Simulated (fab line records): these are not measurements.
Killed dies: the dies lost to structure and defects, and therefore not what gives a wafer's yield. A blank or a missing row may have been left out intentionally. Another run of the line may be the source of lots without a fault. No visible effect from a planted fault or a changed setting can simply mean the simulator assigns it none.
A lot that was struck, set against a sound lot / flow n5 finfet / 15 steps out of a route of 1938
Sound: wafers L907.2, L907.5, L907.6. Struck: wafers L922.4, L922.5. (L922.2 of the same lot was not struck and is left out.) The cause comes at the end.
Order at every step that has rows: each side's tool, ch and its chambers, its first start. Under that, the readings that differ: sound wafers / struck wafers / difference of the means / sigmas: that difference in standard deviations of wafers without a fault.
alike: readings whose means differ by less than 2 such deviations, and words and numbers that are the same on both sides. not compared: withheld readings, readings that some wafer has no value for, bounds like >300 that may hide the same value, and numbers for which the record gives no deviation and whose values overlap.
A row with sigmas, a row that says differs or no value, or rows on one side alone: a step with any of these is where the two part. Numbers that don't overlap but have no deviation are shown without sigmas and don't part them. A reading that every wafer of one side lacks parts them only if that side has two wafers or more.

N5_BEOL_M8_TRENCH_ETCH_37: etches SiCOH lowk in C4F6/O2, target depth 93.478 nm, time 31.2 s.
  sound: rie diel-06 ch 0,1,3; struck: rie diel-04 ch 2,3
  alike: C4F6_flow_sccm, drypump motor current A, oes_o_777_au, oes product au, rf fwd power W, rf vpp V, showerhead plenum p Torr, throttle valve pct
  not compared: rf hours counter h
N5_BEOL_M8_ETCH_41: etches SiCN in CH3F/O2, target depth 31.9 nm, time 57.8 s.
  sound: rie diel-06 ch 0,1,3; struck: rie diel-04 ch 2,3
  alike: drypump motor current A, oes product au, rf fwd power W, rf vpp V, showerhead plenum p Torr, throttle valve pct
  not compared: rf hours counter h
N5_BEOL_M8_STRIP_80: strips in N2/H2, time 10 s.
  sound: rie diel-06 ch 0,1,3; struck: rie diel-04 ch 2,3
  alike: drypump motor current A, oes product au, rf vpp V, showerhead plenum p Torr, throttle valve pct
  not compared: rf hours counter h
N5_BEOL_M8_OCD_MEAS_38:
  sound on ocd-01 at day 9 08:22; struck on ocd-01 at day 13 21:39
  alike: trench depth nm
then, 4 steps without rows for these wafers: N5_BEOL_M8_HM_STRIP_39 (strips TiN in peroxide tin strip, target depth 25 nm, time 158 s); N5_BEOL_M8_SRD_40 (time 30 s); N5_BEOL_M8_PRECLEAN_42 (cleans in residue remover, time 60 s); N5_BEOL_M8_SRD_43 (time 30 s).
N5_BEOL_M8_CD_MEAS_35: target cd 40 nm.
  sound on cd sem-01 at day 9 08:32; struck on cd sem-02 at day 13 21:49
  alike: cd nm
then, 1 step without rows for these wafers: N5_BEOL_M8_CURE_75 (cures SiCOH lowk, time 120 s).
N5_BEOL_M8_DEGAS_44: time 60 s.
  sound on pvd sputter-03 at day 9 11:08; struck on pvd sputter-02 at day 13 22:26
  alike: heater power w
then, 1 step without rows for these wafers: N5_BEOL_M8_PRE_CLEAN_45 (time 30 s).
N5_BEOL_M8_ALD_77: deposits TaN, target thk 2 nm, pulse time 2 s, purge time 3 s.
  sound on ald metal-02 ch 0,1,2, day 9 11:14; struck on ald metal-01 ch 2, day 13 22:34
reading=susceptor temp C (C); sound=275.14 275.26 275.29; struck=261.58 261.56; difference=-13.66; sigmas=-76
  alike: heater power w
N5_BEOL_M8_SURFACE_TREAT_79:
  sound on pvd sputter-01 at day 9 11:34; struck on pvd sputter-02 at day 13 22:53
  not compared: pressure mtorr, throttle valve pct
-- the record jumps here: 3 days lie between the struck wafers' starts before and after (it left off in module BEOL_M8 and takes up again in module PASSIVATION, whose first step shown is number 1936 of the route) --
N5_PASSIVATION_PROBE_49:
  sound on prober-01 at day 12 07:43; struck on prober-02 at day 16 18:02
reading=defect limited yield (%); sound=88.9 91.9 92.9; struck=87.5; difference=-3.7; sigmas=-3
reading=killed_at_M0_to_M3; sound=44 30 31; struck=68; difference=+33; sigmas=+3
reading=killed dies; sound=131 96 84; struck=148; difference=+44; sigmas=+3
reading=killed open; sound=91 63 63; struck=107; difference=+35; sigmas=+3
reading=sort_bin_5_function (%); sound=6.9 5.1 4.6; struck=7.8; difference=+2.3; sigmas=+3
reading=sort n pass; sound=1049 1084 1096; struck=1032; difference=-44; sigmas=-3
reading=sort yield pct (%); sound=88.9 91.9 92.9; struck=87.5; difference=-3.7; sigmas=-2
  alike: killed_at_M4_up, killed at contacts, killed at front end, killed at other, killed short, sort_bin_4_leakage, sort_bin_6_memory

## WHERE THEY PART
Earliest at N5_BEOL_M8_ALD_77; latest, in this record, at N5_PASSIVATION_PROBE_49.

WHY: whatever the simulator had introduced
ald metal-01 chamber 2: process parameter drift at N5_BEOL_M8_ALD_77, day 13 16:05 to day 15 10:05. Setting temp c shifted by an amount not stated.
